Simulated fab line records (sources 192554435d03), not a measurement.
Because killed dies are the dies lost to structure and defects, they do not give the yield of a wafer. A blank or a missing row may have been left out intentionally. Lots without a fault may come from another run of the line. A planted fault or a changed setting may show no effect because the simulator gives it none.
Matching of chambers || flow n5 finfet || rie diel-03 running N5_SD_EPI_P_ETCH_16: 4 sister chambers
The step etches SiO2 in CHF3/O2, target depth 5 nm. 30 wafers are shown with their chamber, then 12 later ones without.

EACH WAFER AND ITS CHAMBER
{"wafer": "L074.2", "chamber": 1, "showerhead plenum p Torr (Torr)": 2.48, "drypump motor current A (A)": 5.2, "rf vpp V (V)": 513}
{"wafer": "L074.4", "chamber": 2, "showerhead plenum p Torr (Torr)": 2.41, "drypump motor current A (A)": 5.7, "rf vpp V (V)": 535}
{"wafer": "L074.6", "chamber": 2, "showerhead plenum p Torr (Torr)": 2.41, "drypump motor current A (A)": 5.7, "rf vpp V (V)": 534}
{"wafer": "L075.2", "chamber": 0, "showerhead plenum p Torr (Torr)": 2.33, "drypump motor current A (A)": 5.4, "rf vpp V (V)": 515}
{"wafer": "L075.5", "chamber": 3, "showerhead plenum p Torr (Torr)": 2.48, "drypump motor current A (A)": 5.7, "rf vpp V (V)": 521}
{"wafer": "L075.6", "chamber": 0, "showerhead plenum p Torr (Torr)": 2.33, "drypump motor current A (A)": 5.5, "rf vpp V (V)": 518}
{"wafer": "L077.2", "chamber": 0, "showerhead plenum p Torr (Torr)": 2.33, "drypump motor current A (A)": 5.5, "rf vpp V (V)": 517}
{"wafer": "L077.4", "chamber": 1, "showerhead plenum p Torr (Torr)": 2.48, "drypump motor current A (A)": 5.3, "rf vpp V (V)": 515}
{"wafer": "L077.5", "chamber": 0, "showerhead plenum p Torr (Torr)": 2.33, "drypump motor current A (A)": 5.5, "rf vpp V (V)": 517}
{"wafer": "L078.1", "chamber": 1, "showerhead plenum p Torr (Torr)": 2.48, "drypump motor current A (A)": 5.2, "rf vpp V (V)": 515}
{"wafer": "L078.2", "chamber": 0, "showerhead plenum p Torr (Torr)": 2.33, "drypump motor current A (A)": 5.4, "rf vpp V (V)": 517}
{"wafer": "L078.6", "chamber": 1, "showerhead plenum p Torr (Torr)": 2.48, "drypump motor current A (A)": 5.2, "rf vpp V (V)": 515}
{"wafer": "L079.2", "chamber": 3, "showerhead plenum p Torr (Torr)": 2.48, "drypump motor current A (A)": 5.7, "rf vpp V (V)": 520}
{"wafer": "L079.3", "chamber": 0, "showerhead plenum p Torr (Torr)": 2.33, "drypump motor current A (A)": 5.5, "rf vpp V (V)": 517}
{"wafer": "L079.4", "chamber": 2, "showerhead plenum p Torr (Torr)": 2.40, "drypump motor current A (A)": 5.7, "rf vpp V (V)": 535}
{"wafer": "L081.3", "chamber": 3, "showerhead plenum p Torr (Torr)": 2.48, "drypump motor current A (A)": 5.7, "rf vpp V (V)": 519}
{"wafer": "L081.5", "chamber": 2, "showerhead plenum p Torr (Torr)": 2.40, "drypump motor current A (A)": 5.7, "rf vpp V (V)": 534}
{"wafer": "L081.6", "chamber": 1, "showerhead plenum p Torr (Torr)": 2.47, "drypump motor current A (A)": 5.2, "rf vpp V (V)": 514}
{"wafer": "L082.1", "chamber": 2, "showerhead plenum p Torr (Torr)": 2.40, "drypump motor current A (A)": 5.7, "rf vpp V (V)": 534}
{"wafer": "L082.3", "chamber": 1, "showerhead plenum p Torr (Torr)": 2.47, "drypump motor current A (A)": 5.2, "rf vpp V (V)": 513}
{"wafer": "L082.5", "chamber": 1, "showerhead plenum p Torr (Torr)": 2.47, "drypump motor current A (A)": 5.2, "rf vpp V (V)": 514}
{"wafer": "L083.3", "chamber": 3, "showerhead plenum p Torr (Torr)": 2.47, "drypump motor current A (A)": 5.7, "rf vpp V (V)": 520}
{"wafer": "L083.4", "chamber": 1, "showerhead plenum p Torr (Torr)": 2.47, "drypump motor current A (A)": 5.2, "rf vpp V (V)": 515}
{"wafer": "L083.5", "chamber": 2, "showerhead plenum p Torr (Torr)": 2.40, "drypump motor current A (A)": 5.7, "rf vpp V (V)": 534}
{"wafer": "L086.1", "chamber": 0, "showerhead plenum p Torr (Torr)": 2.32, "drypump motor current A (A)": 5.5, "rf vpp V (V)": 517}
{"wafer": "L086.5", "chamber": 3, "showerhead plenum p Torr (Torr)": 2.47, "drypump motor current A (A)": 5.7, "rf vpp V (V)": 519}
{"wafer": "L086.6", "chamber": 0, "showerhead plenum p Torr (Torr)": 2.32, "drypump motor current A (A)": 5.5, "rf vpp V (V)": 518}
{"wafer": "L088.1", "chamber": 1, "showerhead plenum p Torr (Torr)": 2.47, "drypump motor current A (A)": 5.2, "rf vpp V (V)": 514}
{"wafer": "L088.2", "chamber": 0, "showerhead plenum p Torr (Torr)": 2.32, "drypump motor current A (A)": 5.5, "rf vpp V (V)": 516}
{"wafer": "L088.4", "chamber": 2, "showerhead plenum p Torr (Torr)": 2.40, "drypump motor current A (A)": 5.7, "rf vpp V (V)": 533}

SIGNATURES, as means of the wafers listed above
{"reading": "showerhead plenum p Torr", "chamber 0": 2.3267, "chamber 1": 2.4744, "chamber 2": 2.4029, "chamber 3": 2.4760, "scatter within a chamber": 0.00513}
{"reading": "drypump motor current A", "chamber 0": 5.478, "chamber 1": 5.211, "chamber 2": 5.700, "chamber 3": 5.700, "scatter within a chamber": 0.0307}
{"reading": "rf vpp V", "chamber 0": 516.89, "chamber 1": 514.22, "chamber 2": 534.14, "chamber 3": 519.80, "scatter within a chamber": 0.834}
Rule: a wafer lies at a distance from a chamber equal to the root of the sum of squares, over the readings, of (its reading less the chamber's mean, divided by the reading's scatter). The wafer belongs to the nearest chamber; if the next one is less than 2 further off, it can't be placed. How the scatter is found: for the shown wafers, subtract from each reading the mean of its chamber, square and add these, divide the total by (wafers less chambers), then take the root.

WAFERS WHOSE CHAMBER IS MISSING
{"wafer": "L089.3", "showerhead plenum p Torr (Torr)": 2.47, "drypump motor current A (A)": 5.6, "rf vpp V (V)": 518}
{"wafer": "L089.4", "showerhead plenum p Torr (Torr)": 2.32, "drypump motor current A (A)": 5.4, "rf vpp V (V)": 515}
{"wafer": "L089.6", "showerhead plenum p Torr (Torr)": 2.47, "drypump motor current A (A)": 5.7, "rf vpp V (V)": 519}
{"wafer": "L093.3", "showerhead plenum p Torr (Torr)": 2.39, "drypump motor current A (A)": 5.7, "rf vpp V (V)": 534}
{"wafer": "L093.4", "showerhead plenum p Torr (Torr)": 2.31, "drypump motor current A (A)": 5.5, "rf vpp V (V)": 516}
{"wafer": "L093.6", "showerhead plenum p Torr (Torr)": 2.39, "drypump motor current A (A)": 5.7, "rf vpp V (V)": 534}
{"wafer": "L095.3", "showerhead plenum p Torr (Torr)": 2.46, "drypump motor current A (A)": 5.7, "rf vpp V (V)": 519}
{"wafer": "L095.5", "showerhead plenum p Torr (Torr)": 2.47, "drypump motor current A (A)": 5.2, "rf vpp V (V)": 514}
{"wafer": "L095.6", "showerhead plenum p Torr (Torr)": 2.31, "drypump motor current A (A)": 5.5, "rf vpp V (V)": 518}
{"wafer": "L097.4", "showerhead plenum p Torr (Torr)": 2.31, "drypump motor current A (A)": 5.4, "rf vpp V (V)": 516}
{"wafer": "L097.5", "showerhead plenum p Torr (Torr)": 2.39, "drypump motor current A (A)": 5.7, "rf vpp V (V)": 534}
{"wafer": "L097.6", "showerhead plenum p Torr (Torr)": 2.46, "drypump motor current A (A)": 5.2, "rf vpp V (V)": 514}

CHAMBER TAKEN BY EACH
{"wafer": "L089.3", "from the rows above": 3, "in truth": 3}
{"wafer": "L089.4", "from the rows above": 0, "in truth": 0}
{"wafer": "L089.6", "from the rows above": 3, "in truth": 3}
{"wafer": "L093.3", "from the rows above": 2, "in truth": 2}
{"wafer": "L093.4", "from the rows above": 0, "in truth": 0}
{"wafer": "L093.6", "from the rows above": 2, "in truth": 2}
{"wafer": "L095.3", "from the rows above": 3, "in truth": 3}
{"wafer": "L095.5", "from the rows above": 1, "in truth": 1}
{"wafer": "L095.6", "from the rows above": 0, "in truth": 0}
{"wafer": "L097.4", "from the rows above": 0, "in truth": 0}
{"wafer": "L097.5", "from the rows above": 2, "in truth": 2}
{"wafer": "L097.6", "from the rows above": 1, "in truth": 1}
12 of 12 placed correctly. Number that these rows cannot place: 0. 0 placed wrongly.
